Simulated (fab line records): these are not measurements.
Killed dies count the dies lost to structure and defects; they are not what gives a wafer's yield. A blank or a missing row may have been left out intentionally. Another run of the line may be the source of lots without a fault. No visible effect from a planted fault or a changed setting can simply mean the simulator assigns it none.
Which tool was responsible?    flow nand harc    Sampling: 12 lots, 36 wafers, 2 of 1302 route steps

== WHAT EACH GAUGE READ, for each wafer ==
NHARC_A_CONTACT_OVL_MEAS_43.
lot   measured      on          overlay x nm (nm)
L074  day 22 05:16  overlay-01  -0.7 -0.7 -0.3
L077  day 22 09:53  overlay-02  -1.3 -2.2 -1.2
L080  day 22 20:42  overlay-01  0.7 0.4 0.5
L084  day 24 22:00  overlay-01  0.9 1.4 1.8
L083  day 25 08:41  overlay-02  1.6 1.1 1.4
L085  day 25 20:28  overlay-02  -0.1 -0.1 -0.3
L088  day 26 23:55  overlay-01  -0.6 0.1 0.2
L087  day 27 10:33  overlay-01  0.2 0.2 0.1
L090  day 28 02:01  overlay-02  0.6 -0.7 -0.3
L093  day 28 22:14  overlay-02  1.3 0.9 1.1
L097  day 30 09:41  overlay-02  0.1 0.0 0.0
L095  day 31 04:01  overlay-02  0.3 -0.1 0.8

== WHICH TOOL RAN EACH LOT (tool, then ch and the chambers of the sampled wafers, then the start) ==
lot   NHARC_A_SGD_CUT_ETCHBACK_24
L074  rie diel-10 ch 1,3, day 20 07:28
L077  rie diel-06 ch 0,1,2, day 20 07:35
L080  rie diel-03 ch 0,2,3, day 21 00:14
L084  rie diel-06 ch 0,1,2, day 23 03:35
L083  rie diel-10 ch 0,1,2, day 23 08:35
L085  rie diel-03 ch 0,1,2, day 23 23:51
L088  rie diel-03 ch 0,3, day 24 23:19
L087  rie diel-03 ch 0,2,3, day 25 06:08
L090  rie diel-03 ch 0,2, day 26 02:37
L093  rie diel-10 ch 0,1,2, day 27 00:52
L097  rie diel-03 ch 2,3, day 28 14:01
L095  rie diel-10 ch 1,3, day 29 08:05
- NHARC_A_SGD_CUT_ETCHBACK_24: etches the open film in CH3F/O2, target depth 50 nm, time 92.857 s.

== THE ANSWER, worked out from the rows above alone ==
Rule: the lots themselves supply what counts as usual. The widest of any qualifying gaps counts: lots, ordered by their means at a reading, are off when they make up no more than a third of the lots, leave a main group of 4 or more, and stand apart from it by 3 or more times the standard deviation of that group's means. If all means in a main group match to the digits the tables above print for the reading, that group is not used. Also off: a lot with no number at a reading for which 4 or more lots have one. Where the step has rows for the other lots, those lots are counted as sound.
No lot is off at any reading shown: from this, nothing can be told.

== WHAT THE SIMULATOR HAD INSERTED ==
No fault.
